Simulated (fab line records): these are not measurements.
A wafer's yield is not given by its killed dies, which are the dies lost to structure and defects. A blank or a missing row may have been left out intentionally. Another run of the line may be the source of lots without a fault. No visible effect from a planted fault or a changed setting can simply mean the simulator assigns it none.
Comparing a struck lot with a sound one	flow n5-finfet	17 out of 1938 route steps
Sound: these wafers, L461.2, L461.5, L461.6. Struck: wafer L475.2 (left out: L475.6, a lot-mate that was not struck); the cause follows at the end.
At each step with rows: each side's tool, then ch and its chambers, then its first start. Under that, the readings that differ: sound wafers	struck wafers	difference of the means	sigmas: that difference in standard deviations of wafers without a fault.
alike: same words and numbers on both sides, and readings whose means sit less than 2 such deviations apart. not compared: any withheld reading, any reading some wafer has no value for, any bound like >300 that may hide the same value, and any number with overlapping values for which the record gives no deviation.
Wherever a step has rows on one side only, a row that says differs or no value, or a row with sigmas, the two part there. When numbers do not overlap yet have no deviation, they are printed without sigmas and do not part them. Lack of a reading on every wafer of one side parts them only where that side has two or more wafers.

first, 8 steps without rows for these wafers: N5_PASSIVATION_HMDS_03 (time 60 s); N5_PASSIVATION_COAT_04; N5_PASSIVATION_EBR_06; N5_PASSIVATION_SOFTBAKE_05 (time 90 s); N5_PASSIVATION_EXPOSE_07 (exposes mask TV, defocus 0 nm, target cd 3000 nm); N5_PASSIVATION_PEB_08; N5_PASSIVATION_DEVELOP_09 (develop time 60 s); N5_PASSIVATION_HARDBAKE_11 (time 120 s).
N5_PASSIVATION_CD_MEAS_10 targets a cd of 3000 nm.
  sound on cd-sem-02 ch 0, day 12 12:03; struck on cd-sem-03 ch 0, day 15 16:17
reading	sound	struck	difference	sigmas
cd-nm (nm)	3002.0 2998.1 3000.6	2993.8	-6.4	-3
N5_PASSIVATION_OVL_MEAS_60:
  sound on overlay-02 ch 0, day 12 12:05; struck on overlay-01 ch 0, day 15 16:19
  alike: TV_OVL
N5_PASSIVATION_INSPECT_61: inspects for defects (macro).
  sound on defect-inspect-02, day 12 12:06; struck on defect-inspect-02, day 15 16:20
  alike: raw-defect-count
N5_PASSIVATION_DESCUM_12: chemistry O2, time 7.9 s.
  sound on rie-diel-02 ch 1,2,3, day 12 12:19; struck on rie-diel-03 ch 3, day 15 17:22
  alike: chamber-pressure-mTorr, drypump-motor-current-A, oes-product-au, rf-vpp-V, showerhead-plenum-p-Torr, throttle-valve-pct
  not compared: rf-hours-counter-h
N5_PASSIVATION_PASS_ETCH_74: etches SiNx in CF4/O2, target depth 220 nm, time 110 s.
  sound on rie-diel-02 ch 1,2,3, day 12 12:23; struck on rie-diel-03 ch 3, day 15 17:25
reading	sound	struck	difference	sigmas
oes-product-au (a.u.)	0.82 0.75 0.68	0.95	+0.20	+3
model.etch.depth-nm (nm)	218 220.8 212.3	325.9	+108.9	
model.TV_OPEN.cd-offset-nm (nm)	0.4 -0.4 0	-4.8	-4.8	
  alike: chamber-pressure-mTorr, drypump-motor-current-A, oes_ar_750_au, rf-vpp-V, showerhead-plenum-p-Torr, throttle-valve-pct
  not compared: rf-hours-counter-h, model.coat_of_PASSIVATION_COAT_04.thk-nm
N5_PASSIVATION_VIA_ETCH_13: etches SiO2 in CHF3/O2, target depth 660 nm, time 330 s.
  sound on rie-diel-02 ch 1,2,3, day 12 12:29; struck on rie-diel-03 ch 3, day 15 17:31
reading	sound	struck	difference	sigmas
chamber-pressure-mTorr (mTorr)	30.043 30.004 30.014	29.953	-0.067	-2
  alike: drypump-motor-current-A, etch-rf-on-time-s, oes_ar_750_au, oes-product-au, rf-vpp-V, showerhead-plenum-p-Torr, throttle-valve-pct
  not compared: rf-hours-counter-h, model.coat_of_PASSIVATION_COAT_04.thk-nm
N5_PASSIVATION_STRIP_14: strips in O2.
  sound on rie-diel-02 ch 1,2,3, day 12 12:41; struck on rie-diel-03 ch 3, day 15 17:43
  alike: chamber-pressure-mTorr, drypump-motor-current-A, oes-product-au, rf-vpp-V, showerhead-plenum-p-Torr, throttle-valve-pct
  not compared: rf-hours-counter-h
N5_PASSIVATION_ETCH_15: etches SiCN in CF4/N2, target depth 75 nm, time 81.2 s.
  sound on rie-diel-02 ch 1,2,3; struck on rie-diel-03 ch 3
reading	sound	struck	difference	sigmas
model.TV_OPEN.cd-offset-nm (nm)	2.4 1.6 2.2	-2.4	-4.5	
  alike: chamber-pressure-mTorr, drypump-motor-current-A, oes-product-au, rf-vpp-V, showerhead-plenum-p-Torr, throttle-valve-pct
  not compared: rf-hours-counter-h
then, 1 step without rows for these wafers: N5_PASSIVATION_STRIP_73 (strips in post etch residue remover, time 60 s).

== WHERE THEY PART ==
Earliest at N5_PASSIVATION_CD_MEAS_10; latest, in this record, at N5_PASSIVATION_VIA_ETCH_13. Later steps at which nothing parts them and some readings are alike: N5_PASSIVATION_STRIP_14, N5_PASSIVATION_ETCH_15.

WHY: what had been put in by the simulator
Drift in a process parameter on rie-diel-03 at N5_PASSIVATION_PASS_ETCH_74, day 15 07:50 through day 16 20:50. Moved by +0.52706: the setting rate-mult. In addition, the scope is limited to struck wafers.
